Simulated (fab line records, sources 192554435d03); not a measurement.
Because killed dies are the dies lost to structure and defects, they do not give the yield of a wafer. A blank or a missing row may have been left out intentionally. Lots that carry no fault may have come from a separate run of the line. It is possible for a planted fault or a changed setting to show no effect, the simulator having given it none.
Matching of chambers :: flow n5-finfet :: N5_FIN_CUT_ETCH_20 on rie-diel-02: 4 sister chambers
The step etches SiARC in CF4, target depth 26 nm, time 43.3 s. 22 wafers are shown with their chamber, then 11 later ones without.

## WAFERS WITH THEIR CHAMBER
wafer: L074.2
chamber: 1
drypump-motor-current-A (A): 5.6
showerhead-plenum-p-Torr (Torr): 2.06
throttle-valve-pct (%): 15.72

wafer: L074.5
chamber: 2
drypump-motor-current-A (A): 6.1
showerhead-plenum-p-Torr (Torr): 2.10
throttle-valve-pct (%): 15.49

wafer: L074.6
chamber: 3
drypump-motor-current-A (A): 5.9
showerhead-plenum-p-Torr (Torr): 2.07
throttle-valve-pct (%): 15.49

wafer: L080.3
chamber: 3
drypump-motor-current-A (A): 5.9
showerhead-plenum-p-Torr (Torr): 2.06
throttle-valve-pct (%): 15.52

wafer: L080.5
chamber: 0
drypump-motor-current-A (A): 4.8
showerhead-plenum-p-Torr (Torr): 2.20
throttle-valve-pct (%): 15.90

wafer: L080.6
chamber: 3
drypump-motor-current-A (A): 5.9
showerhead-plenum-p-Torr (Torr): 2.06
throttle-valve-pct (%): 15.52

wafer: L082.2
chamber: 0
drypump-motor-current-A (A): 4.8
showerhead-plenum-p-Torr (Torr): 2.20
throttle-valve-pct (%): 15.90

wafer: L082.5
chamber: 0
drypump-motor-current-A (A): 4.8
showerhead-plenum-p-Torr (Torr): 2.20
throttle-valve-pct (%): 15.90

wafer: L082.6
chamber: 1
drypump-motor-current-A (A): 5.6
showerhead-plenum-p-Torr (Torr): 2.06
throttle-valve-pct (%): 15.73

wafer: L083.1
chamber: 3
drypump-motor-current-A (A): 5.9
showerhead-plenum-p-Torr (Torr): 2.06
throttle-valve-pct (%): 15.52

wafer: L083.4
chamber: 1
drypump-motor-current-A (A): 5.6
showerhead-plenum-p-Torr (Torr): 2.06
throttle-valve-pct (%): 15.76

wafer: L083.6
chamber: 0
drypump-motor-current-A (A): 4.8
showerhead-plenum-p-Torr (Torr): 2.20
throttle-valve-pct (%): 15.91

wafer: L087.1
chamber: 0
drypump-motor-current-A (A): 4.8
showerhead-plenum-p-Torr (Torr): 2.20
throttle-valve-pct (%): 15.92

wafer: L087.2
chamber: 3
drypump-motor-current-A (A): 5.9
showerhead-plenum-p-Torr (Torr): 2.06
throttle-valve-pct (%): 15.53

wafer: L087.3
chamber: 1
drypump-motor-current-A (A): 5.6
showerhead-plenum-p-Torr (Torr): 2.06
throttle-valve-pct (%): 15.78

wafer: L087.4
chamber: 2
drypump-motor-current-A (A): 6.1
showerhead-plenum-p-Torr (Torr): 2.10
throttle-valve-pct (%): 15.54

wafer: L087.5
chamber: 2
drypump-motor-current-A (A): 6.0
showerhead-plenum-p-Torr (Torr): 2.10
throttle-valve-pct (%): 15.55

wafer: L087.6
chamber: 1
drypump-motor-current-A (A): 5.6
showerhead-plenum-p-Torr (Torr): 2.05
throttle-valve-pct (%): 15.75

wafer: L088.1
chamber: 3
drypump-motor-current-A (A): 5.9
showerhead-plenum-p-Torr (Torr): 2.06
throttle-valve-pct (%): 15.55

wafer: L088.2
chamber: 0
drypump-motor-current-A (A): 4.8
showerhead-plenum-p-Torr (Torr): 2.20
throttle-valve-pct (%): 15.92

wafer: L088.3
chamber: 3
drypump-motor-current-A (A): 5.9
showerhead-plenum-p-Torr (Torr): 2.06
throttle-valve-pct (%): 15.55

wafer: L088.4
chamber: 0
drypump-motor-current-A (A): 4.8
showerhead-plenum-p-Torr (Torr): 2.20
throttle-valve-pct (%): 15.93

SIGNATURES, as means of the wafers listed above
reading: drypump-motor-current-A
chamber 0: 4.800
chamber 1: 5.600
chamber 2: 6.067
chamber 3: 5.900
scatter within a chamber: 0.0192

reading: showerhead-plenum-p-Torr
chamber 0: 2.2000
chamber 1: 2.0580
chamber 2: 2.1000
chamber 3: 2.0614
scatter within a chamber: 0.00303

reading: throttle-valve-pct
chamber 0: 15.9114
chamber 1: 15.7480
chamber 2: 15.5267
chamber 3: 15.5257
scatter within a chamber: 0.0208
Rule: a wafer's distance from a chamber is the root of the sum, over the readings, of the square of ((its reading less the chamber's mean) divided by the reading's scatter). If the next closest chamber is less than 2 further off than the closest, the wafer can't be placed; otherwise it belongs to the closest. How the scatter is found: for the shown wafers, subtract from each reading the mean of its chamber, square and add these, divide the total by (wafers less chambers), then take the root.

## WAFERS MISSING THEIR CHAMBER
wafer: L088.5
drypump-motor-current-A (A): 4.8
showerhead-plenum-p-Torr (Torr): 2.20
throttle-valve-pct (%): 15.92

wafer: L088.6
drypump-motor-current-A (A): 5.9
showerhead-plenum-p-Torr (Torr): 2.06
throttle-valve-pct (%): 15.54

wafer: L093.1
drypump-motor-current-A (A): 4.8
showerhead-plenum-p-Torr (Torr): 2.19
throttle-valve-pct (%): 15.94

wafer: L093.3
drypump-motor-current-A (A): 6.0
showerhead-plenum-p-Torr (Torr): 2.09
throttle-valve-pct (%): 15.56

wafer: L093.5
drypump-motor-current-A (A): 6.0
showerhead-plenum-p-Torr (Torr): 2.09
throttle-valve-pct (%): 15.59

wafer: L095.1
drypump-motor-current-A (A): 5.6
showerhead-plenum-p-Torr (Torr): 2.05
throttle-valve-pct (%): 15.77

wafer: L095.2
drypump-motor-current-A (A): 5.9
showerhead-plenum-p-Torr (Torr): 2.05
throttle-valve-pct (%): 15.56

wafer: L095.4
drypump-motor-current-A (A): 6.0
showerhead-plenum-p-Torr (Torr): 2.09
throttle-valve-pct (%): 15.55

wafer: L096.1
drypump-motor-current-A (A): 4.8
showerhead-plenum-p-Torr (Torr): 2.19
throttle-valve-pct (%): 15.95

wafer: L096.2
drypump-motor-current-A (A): 5.6
showerhead-plenum-p-Torr (Torr): 2.05
throttle-valve-pct (%): 15.79

wafer: L096.3
drypump-motor-current-A (A): 5.9
showerhead-plenum-p-Torr (Torr): 2.05
throttle-valve-pct (%): 15.59

## CHAMBER TAKEN BY EACH
wafer: L088.5
from the rows above: 0
in truth: 0

wafer: L088.6
from the rows above: 3
in truth: 3

wafer: L093.1
from the rows above: 0
in truth: 0

wafer: L093.3
from the rows above: 2
in truth: 2

wafer: L093.5
from the rows above: 2
in truth: 2

wafer: L095.1
from the rows above: 1
in truth: 1

wafer: L095.2
from the rows above: 3
in truth: 3

wafer: L095.4
from the rows above: 2
in truth: 2

wafer: L096.1
from the rows above: 0
in truth: 0

wafer: L096.2
from the rows above: 1
in truth: 1

wafer: L096.3
from the rows above: 3
in truth: 3
Placed correctly: 11 of 11. Left unplaced by these rows: 0. Placed wrongly: 0.
